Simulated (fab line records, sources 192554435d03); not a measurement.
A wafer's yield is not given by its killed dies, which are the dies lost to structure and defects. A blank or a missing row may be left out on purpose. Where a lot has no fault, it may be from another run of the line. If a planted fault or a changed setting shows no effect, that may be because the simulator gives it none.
Struck lot and sound lot, side by side ; flow n5-finfet ; 26 out of 1938 route steps
Sound: wafers L831.3, L831.4, L831.6. Wafers struck: L829.2, L829.3, L829.5. At the end, the cause is stated.
Each step with rows lists, per side, the tool, then ch with its chambers, then its first start. Under that, the readings that differ: sound wafers ; struck wafers ; difference of the means ; sigmas: that difference in standard deviations of wafers without a fault.
alike: same words and numbers on both sides, and readings whose means sit less than 2 such deviations apart. not compared: any withheld reading, any reading some wafer has no value for, any bound like >300 that may hide the same value, and any number with overlapping values for which the record gives no deviation.
Wherever a step has rows on one side only, a row that says differs or no value, or a row with sigmas, the two part there. Numbers that have no deviation but don't overlap get no sigmas and don't part them. A reading missing from all wafers of one side parts the sides only when that side holds two or more wafers.

first, 10 steps without rows for these wafers: N5_BEOL_M2_DESCUM_16 (chemistry O2, time 7 s); N5_BEOL_M2_ETCH_74 (etches underlayer in N2/H2, target depth 6.5 nm, time 5.2 s); N5_BEOL_M2_ETCH_63 (etches SiARC in CF4, target depth 15.6 nm, time 26 s); N5_BEOL_M2_ETCH_64 (etches SOC in N2/H2, target depth 75 nm, overetch 22.5 nm, time 121.9 s); N5_BEOL_M2_STRIP_65 (strips in N2/H2); N5_BEOL_M2_STRIP_75 (strips in N2/H2); N5_BEOL_M2_STRIP_66 (strips in CF4); N5_BEOL_M2_HM_OPEN_17 (chemistry Cl2/BCl3, target TiN, target depth 20 nm, overetch 6 nm); N5_BEOL_M2_STRIP_19 (strips in O2); N5_BEOL_M2_COAT_67 (time 60 s, resist thk 60 nm).
N5_BEOL_M2_COAT_68: time 60 s, resist thk 12 nm.
  sound on litho-track-02 ch 0, day 11 22:31; struck on litho-track-04 ch 0, day 11 15:49
reading;sound;struck;difference;sigmas
spin-speed-rpm (rpm);1499.2 1498.3 1501.0;1729.3 1728.9 1729.4;+229.7;+99 or more
model.SiARC_of_BEOL_M2_COAT_68.thk-nm (nm);12 12 12;11.2 11.2 11.2;-0.8;
  alike: resist-line-temp-C
then, 9 steps without rows for these wafers: N5_BEOL_M2_COAT_76 (time 60 s, resist thk 5 nm); N5_BEOL_M2_COAT_22 (resist thk 30 nm); N5_BEOL_M2_EBR_24; N5_BEOL_M2_SOFTBAKE_23 (time 60 s); N5_BEOL_M2_EXPOSE_25 (exposes mask V1, defocus 5 nm); N5_BEOL_M2_PEB_26 (peb time 60 s); N5_BEOL_M2_DEVELOP_27 (develop time 30 s); N5_BEOL_M2_DESCUM_33 (chemistry O2, time 7 s); N5_BEOL_M2_ETCH_77 (etches underlayer in N2/H2, target depth 6.5 nm, time 5.2 s).
N5_BEOL_M2_ETCH_69: etches SiARC in CF4, target depth 15.6 nm, time 26 s.
  sound on rie-diel-04 ch 1,2, day 11 22:59; struck on rie-diel-04 ch 1,2,3, day 11 16:34
reading;sound;struck;difference;sigmas
etch-rf-on-time-s (s);26.2 26.5 26.3;24.5 24.7 24.4;-1.8;-4
model.etch.depth-nm (nm);12.02 11.98 11.97;11.16 11.17 11.17;-0.82;
model.CAR-EUV_of_BEOL_M2_COAT_22.thk-nm (nm);11 11.2 11;11.8 11.8 11.8;+0.7;
  alike: bias-w, drypump-motor-current-A, mfc-ar-sccm, oes-product-au, rf-vpp-V, showerhead-plenum-p-Torr, throttle-valve-pct
  not compared: rf-hours-counter-h
then, 1 step without rows for these wafers: N5_BEOL_M2_ALD_98 (deposits SiO2, target thk 2.5 nm, pulse time 1 s, co reactant pulse time 1 s).
N5_BEOL_M2_ETCHBACK_99: etches SiO2 in CHF3, target depth 5 nm, time 10.4 s.
  sound on rie-diel-04 ch 0,2,3, day 12 14:13; struck on rie-diel-04 ch 0,1,2, day 11 21:44
reading;sound;struck;difference;sigmas
model.CAR-EUV_of_BEOL_M2_COAT_22.thk-nm (nm);10.4 10.4 10.4;11 11 11;+1;
  alike: CHF3_flow_sccm, bias-w, drypump-motor-current-A, mfc-ar-sccm, oes-product-au, rf-vpp-V, showerhead-plenum-p-Torr, throttle-valve-pct
  not compared: rf-hours-counter-h
N5_BEOL_M2_ETCH_70: etches SOC in N2/H2, target depth 80 nm, overetch 24 nm, time 130 s.
  sound on rie-diel-04 ch 0,2,3, day 12 14:16; struck on rie-diel-04 ch 0,1,2, day 11 21:46
reading;sound;struck;difference;sigmas
model.SiARC_of_BEOL_M2_COAT_68.thk-nm (nm);5.8 6 5.6;5.2 5 5;-0.7;
  alike: bias-w, drypump-motor-current-A, oes-product-au, rf-vpp-V, showerhead-plenum-p-Torr, throttle-valve-pct
  not compared: rf-hours-counter-h
then, 1 step without rows for these wafers: N5_BEOL_M2_STRIP_71 (strips in N2/H2).
N5_BEOL_M4_RC_MEAS_101:
  sound on prober-01 ch 0, day 14 04:36; struck on prober-01 ch 0, day 13 16:20
  alike: DIBL_N, DIBL_P, IOFF_N, IOFF_P, ION_N, ION_P, SS_N, SS_P, VT_N, VT_P

== WHERE THEY PART ==
Last at N5_BEOL_M2_ETCH_69 as far as this record goes, first at N5_BEOL_M2_COAT_68. Later steps at which nothing parts them and some readings are alike: N5_BEOL_M2_ETCHBACK_99, N5_BEOL_M2_ETCH_70, N5_BEOL_M4_RC_MEAS_101.

WHY: what the simulator had put in
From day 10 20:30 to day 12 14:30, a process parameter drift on litho-track-04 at N5_BEOL_M2_COAT_68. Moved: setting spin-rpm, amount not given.
